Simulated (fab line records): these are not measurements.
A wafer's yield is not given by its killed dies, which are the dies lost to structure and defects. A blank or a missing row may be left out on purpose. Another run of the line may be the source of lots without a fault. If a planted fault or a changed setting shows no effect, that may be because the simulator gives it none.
8D (eight disciplines) problem report, filled in by code | flow n5Finfet | the parts of the form that need people (team, actions taken, sign-off) are left out

1. WHAT IS WRONG
V14_OVL at N5_BEOL_M15_OVL_MEAS_11 reads a mean of 45 nm on 6 wafers of 2 lots; wafers without a fault read 3 nm with a standard deviation of 3.9. That is +11 standard deviations from the usual mean.
First seen on wafer L725.1, day 12 11:06, on overlay-01. The record holds 30 wafers of 10 lots with a number at this step. The rule behind "out" and "out of limits": a value lying over 4 standard deviations away from the usual mean. All remaining wafers that have a number are taken as sound.

2. WHAT THIS IS AND IS NOT
question                    | is                     | is not
which readings at this step | V14_OVL                | -
which lots                  | L725, L729             | L722, L723, L724, L728, L736, L737, L740, L743
which wafers of those lots  | all that have a number | -
read on which gauges        | overlay-01             | overlay-02
when                        | from day 12 11:06      | up to then (9 sound wafers); but 15 sound wafers of L728, L736, L737, L740, L743 came after

3. SUSPECTS, AND WHAT RULES EACH OUT
Counting: a tool at any process step up to the reading remains a suspect when it ran all the lots that are out and ran no sound lot after the first of those.
- the gauge at N5_BEOL_M15_OVL_MEAS_11: kept. All the wafers that are out were read on overlay-01, and no step on other tools shows them out.
- pvdSputter-03 at N5_BEOL_M14_SPUTTER_44 (material Ta, target thk 15 nm, time 24.19 s): ruled out as a lasting fault. Following L725 (day 12 09:08), the first lot on it that is out, the sound lots L728, L743 were run on it.
- pvdSputter-03 at N5_BEOL_M14_SPUTTER_45 (material Cu, target thk 100 nm, time 16.67 s): ruled out as a lasting fault. Following L725 (day 12 09:13), the first lot on it that is out, the sound lots L728, L743 were run on it.
- krfScanner-01 at N5_BEOL_M15_EXPOSE_07 (exposes mask V14): kept. It ran every lot that is out, first L725 (day 12 10:53), and no sound lot after that; its last sound lot up to then is L724 (day 12 01:28).
After counting, krfScanner-01 at N5_BEOL_M15_EXPOSE_07 and overlay-01 at N5_BEOL_M15_OVL_MEAS_11 remain.

4. THE CAUSE (what the simulator had put in)
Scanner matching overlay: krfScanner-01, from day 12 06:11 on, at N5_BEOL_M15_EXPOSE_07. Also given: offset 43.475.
Counting leaves 2 suspects; this tool is one of them.

5. THE CHAIN OF EFFECTS, in route order
Each row: a reading whose mean over the struck wafers that have a number lies more than 3 standard deviations from the usual. Only readings for which the record gives a usual standard deviation are gone through. hours: the time from each lot's start at the first step in this table that gives one to its start at this step, as a median over the lots. sigmas: the change in usual standard deviations.
hours | step                    | reading | usual | on struck wafers | change | sigmas
0     | N5_BEOL_M15_OVL_MEAS_11 | V14_OVL | 3 nm  | 45               | +42    | +11

6. WHAT WOULD HAVE CAUGHT IT SOONER
5 hours passed between the start of the fault at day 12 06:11 and the first reading out of limits at a measuring or inspecting step in this record, taken at day 12 11:06.
Tool readings at N5_BEOL_M15_EXPOSE_07 with a usual standard deviation given in the record: none out on any struck wafer, hence no alarm at a limit of 4 standard deviations on them.
L729, from the lots that are out (2), started N5_BEOL_M15_EXPOSE_07 on krfScanner-01 later than day 12 11:06. Holding the tool at that time would have saved it.
